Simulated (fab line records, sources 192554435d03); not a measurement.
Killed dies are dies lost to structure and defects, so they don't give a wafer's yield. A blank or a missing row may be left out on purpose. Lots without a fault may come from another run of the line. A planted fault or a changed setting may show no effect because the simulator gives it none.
Chamber matching | flow n5_finfet | N5_BEOL_M2_ALD_84 on ald_metal-04: 4 sister chambers
The step deposits TaN, pulse time 2 s, purge time 3 s, co reactant purge time 2 s. 22 wafers are shown with their chamber, then 11 later ones without.

WAFERS WITH THEIR CHAMBER
wafer  | chamber | heater_power_w (W) | chamber_pressure_Torr (Torr) | susceptor_temp_C (C)
L075.1 | 1       | 410                | 3.006                        | 274.92
L075.2 | 0       | 440                | 3.004                        | 275.05
L075.4 | 3       | 455                | 3.008                        | 275.00
L077.1 | 2       | 364                | 2.996                        | 274.69
L077.4 | 3       | 453                | 3.003                        | 275.05
L077.6 | 0       | 446                | 3.000                        | 275.22
L078.1 | 3       | 444                | 3.000                        | 275.22
L078.3 | 2       | 360                | 2.997                        | 275.12
L078.5 | 3       | 452                | 3.003                        | 274.89
L079.3 | 3       | 453                | 3.015                        | 274.83
L079.4 | 1       | 410                | 3.002                        | 275.22
L079.6 | 2       | 359                | 3.003                        | 275.06
L080.1 | 1       | 414                | 3.007                        | 274.89
L080.2 | 0       | 454                | 2.996                        | 275.04
L080.6 | 1       | 402                | 3.008                        | 275.07
L089.1 | 0       | 442                | 3.007                        | 275.14
L089.2 | 2       | 365                | 2.997                        | 275.12
L089.6 | 1       | 408                | 2.990                        | 274.97
L090.1 | 3       | 430                | 3.004                        | 275.06
L090.3 | 2       | 374                | 2.995                        | 274.97
L090.6 | 3       | 448                | 2.991                        | 275.19
L093.1 | 2       | 368                | 3.002                        | 275.22

SIGNATURES (means of the wafers above)
reading               | chamber 0 | chamber 1 | chamber 2 | chamber 3 | scatter within a chamber
heater_power_w        | 445.50    | 408.80    | 365.00    | 447.86    | 6.66
chamber_pressure_Torr | 3.00175   | 3.00260   | 2.99833   | 3.00343   | 0.00608
susceptor_temp_C      | 275.1125  | 275.0140  | 275.0300  | 275.0343  | 0.147
Rule: a wafer's distance from a chamber is the root of the sum, over the readings, of the square of ((its reading less the chamber's mean) divided by the reading's scatter). The wafer belongs to the nearest chamber; if the next one is less than 2 further off, it can't be placed. The scatter: the root of (the sum of the squares of (reading less its chamber's mean) over the shown wafers, divided by (wafers less chambers)).

WAFERS WITHOUT THEIR CHAMBER
wafer  | heater_power_w (W) | chamber_pressure_Torr (Torr) | susceptor_temp_C (C)
L093.4 | 410                | 3.002                        | 275.00
L093.6 | 438                | 3.009                        | 274.50
L094.3 | 355                | 3.004                        | 274.85
L094.5 | 443                | 3.004                        | 274.94
L094.6 | 373                | 3.007                        | 274.91
L096.1 | 453                | 3.011                        | 275.10
L096.4 | 460                | 3.003                        | 275.14
L096.5 | 443                | 2.997                        | 275.23
L097.3 | 419                | 2.999                        | 274.92
L097.4 | 446                | 3.007                        | 274.91
L097.5 | 447                | 2.991                        | 275.20

WHICH CHAMBER EACH WENT THROUGH
wafer  | from the rows above          | in truth
L093.4 | 1                            | 1
L093.6 | can't be placed: 3 or 0 or 1 | 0
L094.3 | 2                            | 2
L094.5 | can't be placed: 3 or 0      | 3
L094.6 | 2                            | 2
L096.1 | can't be placed: 3 or 0      | 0
L096.4 | can't be placed: 3 or 0      | 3
L096.5 | can't be placed: 0 or 3      | 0
L097.3 | 1                            | 1
L097.4 | can't be placed: 3 or 0      | 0
L097.5 | can't be placed: 0 or 3      | 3
Placed correctly: 4 of 11. Can't be placed from these rows: 7 (the true chamber is among the candidates in 7). Placed wrongly: 0.
